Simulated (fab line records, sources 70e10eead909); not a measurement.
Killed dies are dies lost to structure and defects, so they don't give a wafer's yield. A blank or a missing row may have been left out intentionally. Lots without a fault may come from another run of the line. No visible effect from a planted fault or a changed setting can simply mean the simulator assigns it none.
One fault seen from 2 desks	flow nand_harc	only its own numbers are on each desk; what lay behind them is given at the end

== AT THE TOOL OWNER'S DESK: arfi_scanner-03 ==
The tool's own readings at NHARC_A_M1_EXPOSE_06 (exposes mask A M1, target cd 120 nm): means of the sampled wafers that have a number, for each lot that ran on this tool. A lot is out of limits, marked OUT, if its mean lies more than 4 standard deviations from the usual mean; the brackets give that distance.
Columns: A = exposure_dose_mJ_cm2 at NHARC_A_M1_EXPOSE_06, usual 75.13; B = focus_offset_nm at NHARC_A_M1_EXPOSE_06, usual 0.1 nm
lot	first seen here	A	B
L844	day 24 08:23	75.12	-0.5
L845	day 24 19:00	75.20	0.1
L847	day 25 23:27	75.21	0.7
L841	day 26 03:47	75.21	0.4
L846	day 26 05:46	75.19	1.0
L860	day 32 03:00	75.16	0.8
Finding of this desk: none of the 6 lots has anything out of limits.

== METROLOGY DESK ==
What the gauges read for every lot (on any tool): the sampled wafers with a number, averaged. A lot is out of limits, marked OUT, if its mean lies more than 4 standard deviations from the usual mean; the brackets give that distance.
Columns: A = overlay_x_nm at NHARC_A_M1_OVL_MEAS_10, usual 0.0 nm; B = overlay_y_nm at NHARC_A_M1_OVL_MEAS_10, usual 0.2 nm
lot	first seen here	A	B
L843	day 23 14:47	-0.2	-0.3
L844	day 24 08:37	-0.5	-0.6
L845	day 24 19:13	-0.2	0.3
L847	day 25 23:41	-0.6	-1.0
L841	day 26 04:01	0.0	-0.6
L846	day 26 05:59	-1.1	0.4
L857	day 29 15:11	0.0	0.9
L859	day 30 12:11	0.1	0.3
L861	day 31 20:26	-0.8	-0.1
L862	day 31 23:31	0.1	-0.5
L860	day 32 03:14	0.1	0.1
L863	day 32 07:09	0.8	0.3
Finding of this desk: none of the 12 lots has anything out of limits.

== BROUGHT TOGETHER ==
The desk of the tool owner found nothing out of limits.
At the metrology desk, nothing out of limits was observed.

== WHAT WAS PUT IN BY THE SIMULATOR ==
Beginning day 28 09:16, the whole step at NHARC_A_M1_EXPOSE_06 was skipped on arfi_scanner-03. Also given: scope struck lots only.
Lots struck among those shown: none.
